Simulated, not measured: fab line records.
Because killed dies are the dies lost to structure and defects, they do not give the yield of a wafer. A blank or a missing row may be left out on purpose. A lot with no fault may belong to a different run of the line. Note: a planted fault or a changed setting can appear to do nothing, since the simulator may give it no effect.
Chamber matching | flow n5_finfet | rie_diel-02 running N5_MOL_CONTACT_COAG_ETCH_124: 4 sister chambers
The step etches SiNx in CH3F/O2, stops on SiOC, target depth 6.5 nm. 14 wafers are shown with their chamber, then 7 later ones without.

WAFERS, EACH WITH ITS CHAMBER
wafer  | chamber | showerhead_plenum_p_Torr (Torr) | drypump_motor_current_A (A) | throttle_valve_pct (%)
L076.3 | 0       | 1.92                            | 5.6                         | 16.38
L076.4 | 1       | 2.06                            | 5.0                         | 16.02
L076.6 | 0       | 1.92                            | 5.7                         | 16.36
L085.2 | 2       | 2.07                            | 5.9                         | 16.52
L085.4 | 3       | 2.03                            | 5.3                         | 16.17
L085.6 | 2       | 2.07                            | 5.9                         | 16.51
L086.1 | 0       | 1.91                            | 5.7                         | 16.41
L086.2 | 1       | 2.05                            | 4.9                         | 16.05
L086.4 | 2       | 2.07                            | 5.9                         | 16.52
L093.1 | 1       | 2.05                            | 5.0                         | 16.09
L093.2 | 3       | 2.03                            | 5.4                         | 16.19
L093.3 | 0       | 1.91                            | 5.7                         | 16.44
L094.4 | 3       | 2.03                            | 5.4                         | 16.20
L094.5 | 3       | 2.03                            | 5.4                         | 16.18

SIGNATURES (averages over the wafers above)
reading                  | chamber 0 | chamber 1 | chamber 2 | chamber 3 | scatter within a chamber
showerhead_plenum_p_Torr | 1.9150    | 2.0533    | 2.0700    | 2.0300    | 0.00408
drypump_motor_current_A  | 5.675     | 4.967     | 5.900     | 5.375     | 0.0465
throttle_valve_pct       | 16.3975   | 16.0533   | 16.5167   | 16.1850   | 0.0259
Rule: distance of a wafer from a chamber = root of the sum over the readings of ((wafer's reading minus chamber's mean) / reading's scatter) squared. The wafer belongs to the nearest chamber; if the next one is less than 2 further off, it can't be placed. The scatter: the root of (the sum of the squares of (reading less its chamber's mean) over the shown wafers, divided by (wafers less chambers)).

WAFERS WITHOUT THEIR CHAMBER
wafer  | showerhead_plenum_p_Torr (Torr) | drypump_motor_current_A (A) | throttle_valve_pct (%)
L094.6 | 2.06                            | 5.9                         | 16.53
L096.1 | 2.03                            | 5.4                         | 16.19
L096.2 | 2.04                            | 4.9                         | 16.09
L096.4 | 1.90                            | 5.6                         | 16.46
L097.4 | 2.04                            | 5.0                         | 16.09
L097.5 | 2.04                            | 5.0                         | 16.10
L097.6 | 1.90                            | 5.6                         | 16.46

WHICH CHAMBER EACH WENT THROUGH
wafer  | from the rows above | in truth
L094.6 | 2                   | 2
L096.1 | 3                   | 3
L096.2 | 1                   | 1
L096.4 | 0                   | 0
L097.4 | 1                   | 1
L097.5 | 1                   | 1
L097.6 | 0                   | 0
Correctly placed: 7 of 7. Can't be placed from these rows: 0. Wrongly placed: 0.
